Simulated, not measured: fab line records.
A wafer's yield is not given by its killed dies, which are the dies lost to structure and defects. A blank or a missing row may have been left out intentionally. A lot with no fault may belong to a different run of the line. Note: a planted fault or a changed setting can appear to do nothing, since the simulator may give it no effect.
Problem report, 8D (eight disciplines) form, completed by code    flow nandHarc    the parts of the form that need people (team, actions taken, sign-off) are left out

== 1. THE PROBLEM ==
At NHARC_A_ONON_D2_THK_MEAS_11, thkNm averages 600 nm over 2 wafers from 2 lots, while fault-free wafers read 1002 nm, standard deviation 8.8. Relative to the usual mean, that is a shift of -46 standard deviations.
The step: measures by ellipsometry.
The first sign was on wafer L623.5 at day 16 06:41, on filmMetro-01. At this step, 41 wafers from 14 lots have a number in the record. By rule, "out" or "out of limits" means more than 4 standard deviations away from the usual mean. The other wafers with a number count as sound.

== 2. WHAT IT IS AND WHAT IT IS NOT ==
question                     is                 is not
which readings at this step  thkNm              -
which lots                   L623, L625         L613, L614, L616, L626, L627, L628, L630, L632, L633, L634, L635, L636
which wafers of those lots   L623.5, L625.5     L623.1, L625.4, L625.6
read on which gauges         filmMetro-01       filmMetro-02
when                         from day 16 06:41  up to then (10 sound wafers); but 29 sound wafers of L625, L626, L627, L628, L630, L632, L633, L634, L635, L636 came after

== 3. SUSPECTS, AND WHAT RULES EACH OUT ==
Counting: any tool at a process step up to the reading remains a suspect provided it ran every lot that is out. Sound lots after the first of them don't rule it out here, since some wafers of a struck lot are sound.
- the gauge at NHARC_A_ONON_D2_THK_MEAS_11: ruled out. All the wafers that are out were read on filmMetro-01, but those of them that NHARC_END_SORT_01 has rows for are out there too, on other tools.
- pecvdOnon-03 at NHARC_A_ONON_D2_DEP_09 (target thk 1000 nm): kept. It ran every lot that is out, first L623 (day 16 06:10); its last sound lot up to then is L614 (day 12 21:17).
After counting, what remains is pecvdOnon-03 at NHARC_A_ONON_D2_DEP_09.

== 4. THE CAUSE (what the simulator had put in) ==
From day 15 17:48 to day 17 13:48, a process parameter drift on pecvdOnon-03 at NHARC_A_ONON_D2_DEP_09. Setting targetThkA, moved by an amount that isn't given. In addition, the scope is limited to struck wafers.
The count eliminated every tool but this one.

== 5. THE EFFECT CHAIN, in route order ==
One row per reading whose mean, taken over the struck wafers that have a number, lies over 3 standard deviations from the usual. Scope: only readings with a usual standard deviation given in the record; hours: median across lots of the time from each lot's start at the first step in this table that gives one to its start at this step; sigmas: change in usual standard deviations.
hours  step                         reading        usual    on struck wafers  change  sigmas
0      NHARC_A_ONON_D2_THK_MEAS_11  thkNm          1002 nm  600               -402    -46
296    NHARC_END_SORT_01            killedAtArray  53       674               +621    +34
296    NHARC_END_SORT_01            killedDies     58       677               +619    +34

== 6. HOW IT WOULD HAVE BEEN CAUGHT EARLIER ==
Counted from the fault's start at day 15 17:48, it took 13 hours until the first out-of-limits reading at a measuring or inspecting step in this record, taken at day 16 06:41.
Lots out: 2; of these, L625 started NHARC_A_ONON_D2_DEP_09 on pecvdOnon-03 after day 16 06:41. Putting the tool on hold at that point would have spared it.
